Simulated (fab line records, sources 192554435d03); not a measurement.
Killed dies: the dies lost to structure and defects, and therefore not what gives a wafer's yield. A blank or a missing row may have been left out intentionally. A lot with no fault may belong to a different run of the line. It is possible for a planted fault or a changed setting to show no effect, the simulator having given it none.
Matching of chambers ; flow n5_finfet ; N5_GATE_CUT_ALD_22 on ald_sin-04 has 4 sister chambers
The step deposits SiNx, target thk 16 nm, pulse time 1 s, ald cycles 320. 4 wafers are shown with their chamber, then 10 later ones without.

WAFERS PAIRED WITH THEIR CHAMBERS
wafer;chamber;heater_power_w (W)
L087.5;2;936
L087.6;3;706
L088.1;0;984
L088.3;1;933

WAFERS WHOSE CHAMBER IS MISSING
wafer;heater_power_w (W)
L088.5;950
L093.3;952
L093.5;713
L093.6;987
L094.1;712
L094.4;938
L094.5;951
L095.2;986
L095.3;718
L095.6;962

THE CHAMBER EACH PASSED THROUGH
wafer;from the rows above;in truth
L088.5;can't be placed: 2 or 1 or 0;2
L093.3;can't be placed: 2 or 1 or 0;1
L093.5;3;3
L093.6;0;0
L094.1;3;3
L094.4;can't be placed: 2 or 1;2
L094.5;can't be placed: 2 or 1 or 0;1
L095.2;0;0
L095.3;3;3
L095.6;can't be placed: 0 or 2 or 1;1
Correctly placed: 5 of 10. Can't be placed from these rows: 5 (the true chamber is among the candidates in 5). Number placed wrongly: 0.
How it was worked out, from the rows above alone: a wafer's distance from a chamber is the root of the sum, over the readings, of the square of ((its reading less the chamber's mean) divided by the reading's scatter). If the next closest chamber is less than 2 further off than the closest, the wafer can't be placed; otherwise it belongs to the closest. For every chamber, the mean is computed from those of its wafers that are shown. The scatter: with one shown wafer a chamber, the root of the mean of the squares of how far each hidden wafer lies from its nearest shown one.
